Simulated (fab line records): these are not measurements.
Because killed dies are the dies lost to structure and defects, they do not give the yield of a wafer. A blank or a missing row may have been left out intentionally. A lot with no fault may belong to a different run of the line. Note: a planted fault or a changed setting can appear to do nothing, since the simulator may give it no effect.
Chamber matching :: flow n5_finfet :: N5_BEOL_M2_ILD_DEP_00 on pecvd-04 has 3 sister chambers
The step deposits SiOC from DEMS/O2, target thk 79 nm, time 15.3 s. 3 wafers are shown with their chamber, then 8 later ones without.

== WAFERS, EACH WITH ITS CHAMBER ==
wafer: L081.2
chamber: 1
heater_power_w (W): 490

wafer: L081.3
chamber: 2
heater_power_w (W): 539

wafer: L088.2
chamber: 0
heater_power_w (W): 449

== WAFERS WHOSE CHAMBER IS MISSING ==
wafer: L088.5
heater_power_w (W): 516

wafer: L088.6
heater_power_w (W): 438

wafer: L089.2
heater_power_w (W): 479

wafer: L089.3
heater_power_w (W): 514

wafer: L089.6
heater_power_w (W): 478

wafer: L096.2
heater_power_w (W): 559

wafer: L096.4
heater_power_w (W): 410

wafer: L096.6
heater_power_w (W): 416

== THE CHAMBER EACH PASSED THROUGH ==
wafer: L088.5
from the rows above: can't be placed: 2 or 1 or 0
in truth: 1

wafer: L088.6
from the rows above: can't be placed: 0 or 1
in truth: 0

wafer: L089.2
from the rows above: can't be placed: 1 or 0
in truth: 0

wafer: L089.3
from the rows above: can't be placed: 1 or 2 or 0
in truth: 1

wafer: L089.6
from the rows above: can't be placed: 1 or 0
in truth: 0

wafer: L096.2
from the rows above: 2
in truth: 2

wafer: L096.4
from the rows above: can't be placed: 0 or 1
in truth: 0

wafer: L096.6
from the rows above: can't be placed: 0 or 1
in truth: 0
Correctly placed: 1 of 8. From these rows, 7 cannot be placed; in 7 the true chamber is one of the candidates. Wrongly placed: 0.
How it was worked out, from the rows above alone: a wafer's distance from a chamber is the root of the sum, over the readings, of the square of ((its reading less the chamber's mean) divided by the reading's scatter). If the next closest chamber is less than 2 further off than the closest, the wafer can't be placed; otherwise it belongs to the closest. For every chamber, the mean is computed from those of its wafers that are shown. The scatter: root of mean squared gap, hidden wafer to nearest shown wafer, with one shown wafer a chamber.
